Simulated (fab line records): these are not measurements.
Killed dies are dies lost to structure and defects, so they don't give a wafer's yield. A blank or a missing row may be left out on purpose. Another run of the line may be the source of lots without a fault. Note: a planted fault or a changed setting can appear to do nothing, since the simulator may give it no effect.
Problem report, 8D (eight disciplines) form, completed by code | flow nandHarc | the parts of the form that need people (team, actions taken, sign-off) are left out

== 1. WHAT WENT WRONG ==
Mean of killedAtArray at NHARC_END_SORT_01: 673 across 3 wafers in 2 lots; on wafers with no fault it is 26 (standard deviation 8.6). That is +75 standard deviations from the usual mean.
Earliest sighting: wafer L561.3 on prober-02 at day 25 06:07. Wafers with a number at this step in the record: 15, from 5 lots. Rule for "out" (also "out of limits"): further than 4 standard deviations from the usual mean. The other wafers with a number count as sound.

== 2. WHAT IT IS, WHAT IT ISN'T ==
question                    | is                        | is not
which readings at this step | killedAtArray, killedDies | killedAtOther, killedAtPeriphery, killedShort
which lots                  | L561, L564                | L548, L554, L557
which wafers of those lots  | L561.3, L564.4, L564.5    | L561.4, L561.6, L564.1
read on which gauges        | prober-01, prober-02      | -
when                        | from day 25 06:07         | up to then (10 sound wafers); but 2 sound wafers of L561 came after

== 3. SUSPECTS, AND WHAT RULES EACH OUT ==
Counting: if a tool at a process step up to the reading ran every lot that is out, it stays a suspect. Sound lots after the first of them don't rule it out here, since some wafers of a struck lot are sound.
- ruled out: the gauge at NHARC_END_SORT_01. 2 gauges (prober-01, prober-02) read the wafers that are out.
- rieDiel-01 at NHARC_A_CONTACT_ETCH_96 (etches the open film in C4F6/O2, target depth 20 nm, time 10 s): kept. It ran every lot that is out, first L561 (day 22 08:08). Its own readings are out on those wafers: oesProductAu.
- Within rieDiel-01 at NHARC_A_CONTACT_ETCH_96: the wafers that are out ran in chamber 0; their sound lot-mates ran in chambers 1, 3.
Remaining after the count: rieDiel-01 at NHARC_A_CONTACT_ETCH_96.

== 4. THE CAUSE (what the simulator had put in) ==
rieDiel-01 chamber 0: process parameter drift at NHARC_A_CONTACT_ETCH_96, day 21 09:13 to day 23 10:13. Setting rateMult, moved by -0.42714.
Counting left only this tool.

== 5. THE EFFECT CHAIN, in route order ==
Each row: a reading whose mean over the struck wafers that have a number lies more than 3 standard deviations from the usual. Scope: only readings with a usual standard deviation given in the record; hours: median across lots of the time from each lot's start at the first step in this table that gives one to its start at this step; sigmas: change in usual standard deviations.
hours | step                    | reading       | usual      | on struck wafers | change | sigmas
0     | NHARC_A_CONTACT_ETCH_96 | oesProductAu  | 0.975 a.u. | 0.731            | -0.244 | -10
69    | NHARC_END_SORT_01       | killedAtArray | 26         | 673              | +647   | +75
69    | NHARC_END_SORT_01       | killedDies    | 30         | 677              | +647   | +73
Here are the process steps it includes:
- NHARC_A_CONTACT_ETCH_96: etches the open film in C4F6/O2, target depth 20 nm, time 10 s.

== 6. HOW IT WOULD HAVE BEEN CAUGHT EARLIER ==
Counted from the fault's start at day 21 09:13, it took 93 hours until the first out-of-limits reading at a measuring or inspecting step in this record, taken at day 25 06:07.
Tool's own readings at NHARC_A_CONTACT_ETCH_96, oesProductAu: out on all struck wafers the step has rows for; an alarm limit on them would have tripped on the first.
All the lots that are out (2) had begun NHARC_A_CONTACT_ETCH_96 on rieDiel-01 by day 25 06:07. Tool hold at that time: it would have spared none of them.
